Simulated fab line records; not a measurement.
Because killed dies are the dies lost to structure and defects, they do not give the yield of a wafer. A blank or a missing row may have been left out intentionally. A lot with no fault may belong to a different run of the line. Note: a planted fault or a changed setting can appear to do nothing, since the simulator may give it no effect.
Problem report in the 8D (eight disciplines) form, filled by code | flow n5Finfet | the parts of the form that need people (team, actions taken, sign-off) are left out

## 1. WHAT IS WRONG
Wafers without a fault read 143.3 s, standard deviation 0.47; runLengthS at N5_BEOL_M7_ETCH_66 reads a mean of 132.1 s on 3 wafers belonging to 2 lots. Relative to the usual mean, that is a shift of -24 standard deviations.
The step: etches SOC in N2/H2, target depth 80 nm, overetch 16 nm, time 120 s.
Seen first at day 16 01:55 on rieDiel-03, wafer L422.1. The record holds 30 wafers of 11 lots with a number at this step. Rule for "out" (also "out of limits"): further than 4 standard deviations from the usual mean. The other wafers with a number count as sound.

## 2. WHAT IT IS; WHAT IT IS NOT
question                    | is                     | is not
which readings at this step | runLengthS             | drypumpMotorCurrentA, rfVppV, showerheadPlenumPTorr, throttleValvePct
which lots                  | L422, L423             | L402, L404, L406, L407, L410, L412, L413, L424, L425
which wafers of those lots  | L422.1, L422.6, L423.6 | L423.2
read on which tools         | rieDiel-03             | rieDiel-02, rieDiel-06
when                        | from day 16 01:55      | up to then (20 sound wafers); but 7 sound wafers of L423, L424, L425 came after

## 3. THE SUSPECTS, EACH WITH WHAT RULES IT OUT
Counting: a tool at a process step up to the reading stays a suspect if it ran every lot that is out. Sound lots after the first of them don't rule it out here, since some wafers of a struck lot are sound.
- rieDiel-03 at N5_BEOL_M7_ETCH_66 (etches SOC in N2/H2, target depth 80 nm, overetch 16 nm, time 120 s): kept. Every lot that is out went through it, the first being L422 (day 16 01:55); the last sound lot it ran before that was L412 (day 13 07:35). On those wafers its own readings are out: runLengthS.
- At N5_BEOL_M7_ETCH_66 on rieDiel-03, chamber 1 took the sound wafers of the same lots and chamber 2 took the wafers that are out.
Left after counting: rieDiel-03 at N5_BEOL_M7_ETCH_66.

## 4. THE CAUSE (what the simulator had put in)
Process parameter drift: rieDiel-03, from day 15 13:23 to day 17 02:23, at N5_BEOL_M7_ETCH_66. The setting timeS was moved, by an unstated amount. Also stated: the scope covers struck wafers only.
Only this tool survived the counting.

## 5. SEQUENCE OF EFFECTS, ordered by route
Each row: a reading where the mean over the struck wafers with a number is more than 3 standard deviations away from the usual. Only readings for which the record gives a usual standard deviation are gone through. hours: the time from each lot's start at the first step in this table that gives one to its start at this step, as a median over the lots. sigmas: the change in usual standard deviations.
hours | step               | reading    | usual   | on struck wafers | change | sigmas
0     | N5_BEOL_M7_ETCH_66 | runLengthS | 143.3 s | 132.1            | -11.2  | -24
It contains these process steps:
- N5_BEOL_M7_ETCH_66: etches SOC in N2/H2, target depth 80 nm, overetch 16 nm, time 120 s.

## 6. WHAT WOULD HAVE CAUGHT IT SOONER
In this record the first reading out of limits was taken at day 16 01:55, 13 hours after the fault began at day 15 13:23.
